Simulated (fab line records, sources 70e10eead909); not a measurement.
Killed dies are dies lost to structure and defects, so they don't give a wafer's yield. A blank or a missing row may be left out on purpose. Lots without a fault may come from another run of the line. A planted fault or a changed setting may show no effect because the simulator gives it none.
Which tool did it? | flow nand_harc | 13 lots, 39 wafers sampled, at 5 steps of a route of 1302

WHAT THE GAUGES READ, wafer by wafer
NHARC_A_SGD_CUT_THK_MEAS_22: measures by ellipsometry.
lot  | measured     | on            | thk_nm (nm)
L855 | day 20 05:49 | film_metro-01 | 148.0 149.0 147.5
L857 | day 20 05:51 | film_metro-02 | 148.1 148.0 147.4
L858 | day 20 17:11 | film_metro-02 | 148.5 153.5 147.4
L859 | day 21 10:05 | film_metro-02 | 149.5 147.1 148.1
L860 | day 21 17:58 | film_metro-01 | 149.3 148.0 149.7
L862 | day 23 06:46 | film_metro-01 | 149.8 147.2 149.7
L863 | day 23 15:11 | film_metro-02 | 149.0 149.1 150.0
L865 | day 23 15:12 | film_metro-02 | 146.2 146.8 149.8
L864 | day 23 15:12 | film_metro-01 | 148.5 148.0 146.7
L866 | day 24 12:30 | film_metro-02 | 150.2 148.9 150.3
L868 | day 24 12:29 | film_metro-01 | 148.9 148.5 150.2
L871 | day 26 10:29 | film_metro-02 | 145.3 149.3 147.5
L874 | day 28 02:03 | film_metro-01 | 146.3 149.5 148.5

NHARC_END_SORT_01.
lot  | measured     | on        | killed_at_array | killed_at_other | killed_at_periphery | killed_dies | killed_open | killed_short
L871 | day 31 15:59 | prober-01 | 67 78 72        | 1 1 3           | 2 0 3               | 70 79 78    | 5 2 3       | 0 1 4

WHICH TOOL RAN EACH LOT (tool, then ch and the chambers of the sampled wafers, then the start)
lot  | NHARC_A_SGD_CUT_ETCH_15                       | NHARC_A_SGD_CUT_ETCH_16                       | NHARC_A_SLIT_SOFTBAKE_04
L855 | rie_diel-09 ch 0,1,3, day 20 05:49 or earlier | rie_diel-09 ch 0,2,3, day 20 05:49 or earlier | litho_track-06 ch 0, day 20 10:00
L857 | rie_diel-12 ch 1,2, day 20 05:51 or earlier   | rie_diel-12 ch 0,1,3, day 20 05:51 or earlier | litho_track-04 ch 0, day 20 10:00
L858 | rie_diel-10 ch 0,1,3, day 20 17:11 or earlier | rie_diel-10 ch 0,2,3, day 20 17:11 or earlier | litho_track-01 ch 0, day 20 22:00
L859 | rie_diel-09 ch 0,1,3, day 21 10:05 or earlier | rie_diel-09 ch 0,1,3, day 21 10:05 or earlier | litho_track-06 ch 0, day 21 17:00
L860 | rie_diel-10 ch 0,1,3, day 21 17:58 or earlier | rie_diel-10 ch 0,3, day 21 17:58 or earlier   | litho_track-06 ch 0, day 21 23:00
L862 | rie_diel-12 ch 0,2,3, day 23 06:46 or earlier | rie_diel-12 ch 0,1,2, day 23 06:46 or earlier | litho_track-06 ch 0, day 23 13:00
L863 | rie_diel-12 ch 2,3, day 23 15:11 or earlier   | rie_diel-12 ch 0,2,3, day 23 15:11 or earlier | litho_track-01 ch 0, day 23 20:00
L865 | rie_diel-09 ch 2,3, day 23 15:12 or earlier   | rie_diel-09 ch 2,3, day 23 15:12 or earlier   | litho_track-01 ch 0, day 23 21:00
L864 | rie_diel-10 ch 0,1,2, day 23 15:12 or earlier | rie_diel-10 ch 0,1,3, day 23 15:12 or earlier | litho_track-06 ch 0, day 23 20:00
L866 | rie_diel-10 ch 0,2,3, day 24 12:30 or earlier | rie_diel-10 ch 0,1,3, day 24 12:30 or earlier | litho_track-04 ch 0, day 24 18:00
L868 | rie_diel-09 ch 0,2,3, day 24 12:29 or earlier | rie_diel-09 ch 0,2,3, day 24 12:29 or earlier | litho_track-04 ch 0, day 24 17:00
L871 | rie_diel-09 ch 0,2,3, day 26 10:29 or earlier | rie_diel-09 ch 0,1, day 26 10:29 or earlier   | litho_track-06 ch 0, day 26 21:00
L874 | rie_diel-09 ch 1,2,3, day 28 02:03 or earlier | rie_diel-09 ch 1,2,3, day 28 02:03 or earlier | litho_track-06 ch 0, day 28 07:00
- NHARC_A_SGD_CUT_ETCH_15: etches the open film in CH3F/O2, target depth 75 nm, time 64.3 s.
- NHARC_A_SGD_CUT_ETCH_16: etches the open film in C4F8/O2/Ar, target depth 310.5 nm, time 155.2 s.
- NHARC_A_SLIT_SOFTBAKE_04: time 55 s.

WHAT THE TOOLS THEMSELVES READ (means of the sampled wafers that have a number; where no wafer has one, the mark that the record gives instead)
NHARC_A_SGD_CUT_ETCH_15.
lot  | tool        | drypump_motor_current_A (A) | oes_product_au (a.u.) | rf_fwd_power_W (W) | rf_vpp_V (V) | showerhead_plenum_p_Torr (Torr) | throttle_valve_pct (%)
L855 | rie_diel-09 | 5.7                         | 0.960                 | 494.0              | 264.3        | 2.49                            | 20.648
L857 | rie_diel-12 | 6.2                         | 0.983                 | 496.5              | 262.7        | 2.41                            | 20.673
L858 | rie_diel-10 | 5.7                         | 0.967                 | 492.9              | 263.4        | 2.39                            | 20.666
L859 | rie_diel-09 | 5.6                         | 0.957                 | 495.2              | 264.0        | 2.49                            | 20.658
L860 | rie_diel-10 | 5.7                         | 0.966                 | 494.9              | 262.5        | 2.39                            | 20.662
L862 | rie_diel-12 | 5.9                         | 0.926                 | 494.9              | 264.3        | 2.46                            | 20.669
L863 | rie_diel-12 | 6.3                         | 0.949                 | 492.7              | 263.4        | 2.40                            | 20.666
L865 | rie_diel-09 | 5.0                         | 0.946                 | 495.3              | 263.7        | 2.46                            | 20.669
L864 | rie_diel-10 | 5.5                         | 0.967                 | 492.9              | 263.9        | 2.46                            | 20.663
L866 | rie_diel-10 | 5.8                         | 0.964                 | 494.4              | 263.6        | 2.45                            | 20.661
L868 | rie_diel-09 | 5.3                         | 0.941                 | 494.3              | 264.7        | 2.47                            | 20.663
L871 | rie_diel-09 | 5.3                         | 0.920                 | 493.7              | 263.3        | 2.47                            | 20.656
L874 | rie_diel-09 | 5.5                         | 0.964                 | 496.0              | 264.8        | 2.52                            | 20.661

NHARC_A_SGD_CUT_ETCH_16.
lot  | tool        | oes_product_au (a.u.) | rf_fwd_power_W (W) | rf_vpp_V (V)
L855 | rie_diel-09 | 0.972                 | 595.9              | 724
L857 | rie_diel-12 | 0.980                 | 597.5              | 724
L858 | rie_diel-10 | 0.975                 | 596.4              | 722
L859 | rie_diel-09 | 0.968                 | 597.2              | 724
L860 | rie_diel-10 | 0.973                 | 595.4              | 720
L862 | rie_diel-12 | 0.947                 | 596.8              | 723
L863 | rie_diel-12 | 0.982                 | 598.6              | 723
L865 | rie_diel-09 | 0.954                 | 598.0              | 726
L864 | rie_diel-10 | 0.977                 | 596.9              | 721
L866 | rie_diel-10 | 0.966                 | 596.2              | 720
L868 | rie_diel-09 | 0.952                 | 598.8              | 724
L871 | rie_diel-09 | 0.939                 | 595.1              | 727
L874 | rie_diel-09 | 0.973                 | 597.4              | 726

NHARC_A_SLIT_SOFTBAKE_04.
lot  | tool           | heater_power_total_W (W)
L855 | litho_track-06 | 188.51
L857 | litho_track-04 | 188.50
L858 | litho_track-01 | 188.31
L859 | litho_track-06 | 188.35
L860 | litho_track-06 | 188.34
L862 | litho_track-06 | 188.46
L863 | litho_track-01 | 188.49
L865 | litho_track-01 | 188.48
L864 | litho_track-06 | 188.40
L866 | litho_track-04 | 188.35
L868 | litho_track-04 | 188.40
L871 | litho_track-06 | 181.68
L874 | litho_track-06 | 181.61

THE ANSWER, worked out from the rows above alone
Rule: what is usual is taken from the lots themselves. Put in order of their means at a reading, lots are off if they are a third of the lots or fewer, leave a main group of 4 or more, and stand apart from it by a gap of 3 or more times the standard deviation of the main group's means; of several such gaps the widest counts. A main group whose means are all the same, to the digits that the tables above print for the reading, isn't used. A lot without any number at a reading at which 4 lots or more have one is off too. The other lots that the step has rows for count as sound. The gauges are gone through in route order, then the tools' own readings, and for those a lot's mean is taken as printed above. The first step at which some lot is off is used, and at that step the reading that is off furthest; a lot without a number counts as furthest.
Off: L871, L874, at NHARC_A_SLIT_SOFTBAKE_04 (heater_power_total_W). The main group: mean 188.42 W, standard deviation 0.07.
A tool fits if, at that step or a process step before it, it ran every lot that is off, and no sound lot after the first of them. NHARC_A_SGD_CUT_ETCH_15 gives no start for some lots, so the hours and the order of its lots are those of NHARC_A_SGD_CUT_THK_MEAS_22. NHARC_A_SGD_CUT_ETCH_16 gives no start for some lots, so the hours and the order of its lots are those of NHARC_A_SGD_CUT_THK_MEAS_22. Can't be told from this: 2 tools fit, rie_diel-09 at NHARC_A_SGD_CUT_ETCH_15 and NHARC_A_SGD_CUT_ETCH_16, litho_track-06 at NHARC_A_SLIT_SOFTBAKE_04.

WHAT THE SIMULATOR HAD PUT IN
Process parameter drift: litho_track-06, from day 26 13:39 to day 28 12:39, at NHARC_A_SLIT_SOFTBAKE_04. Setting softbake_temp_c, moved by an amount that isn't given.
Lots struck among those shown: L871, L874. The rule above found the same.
